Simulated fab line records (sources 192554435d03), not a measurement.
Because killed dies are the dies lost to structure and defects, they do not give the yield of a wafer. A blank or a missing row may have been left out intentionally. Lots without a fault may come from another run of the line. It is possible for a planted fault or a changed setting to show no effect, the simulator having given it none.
Matching of chambers ; flow n5_finfet ; 4 sister chambers for N5_BEOL_M12_ETCH_59 on rie_diel-01
The step etches BARC in N2/H2, target depth 89 nm, overetch 26.7 nm, time 67.9 s. 4 wafers are shown with their chamber, then 8 later ones without.

WAFERS WITH THEIR CHAMBER
wafer;chamber;showerhead_plenum_p_Torr (Torr)
L084.4;0;2.39
L087.4;2;2.57
L087.6;1;2.59
L089.2;3;2.55

WAFERS WITHOUT THEIR CHAMBER
wafer;showerhead_plenum_p_Torr (Torr)
L089.3;2.57
L089.6;2.59
L090.4;2.59
L090.5;2.54
L090.6;2.57
L093.1;2.70
L093.3;2.57
L093.4;2.54

THE CHAMBER EACH PASSED THROUGH
wafer;from the rows above;in truth
L089.3;can't be placed: 2 or 1 or 3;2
L089.6;can't be placed: 1 or 2 or 3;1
L090.4;can't be placed: 1 or 2 or 3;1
L090.5;can't be placed: 3 or 2 or 1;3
L090.6;can't be placed: 2 or 1 or 3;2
L093.1;can't be placed: 1 or 2 or 3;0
L093.3;can't be placed: 2 or 1 or 3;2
L093.4;can't be placed: 3 or 2 or 1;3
Correct placement for 0 of the 8. Cannot be placed on the basis of these rows: 8; the candidates contain the true chamber in 7. Wrongly placed: 0.
How it was worked out, from the rows above alone: a wafer's distance from a chamber is the root of the sum, over the readings, of the square of ((its reading less the chamber's mean) divided by the reading's scatter). The wafer belongs to the nearest chamber; if the next one is less than 2 further off, it can't be placed. A chamber's mean is the mean of its shown wafers. The scatter: with one shown wafer a chamber, the root of the mean of the squares of how far each hidden wafer lies from its nearest shown one.
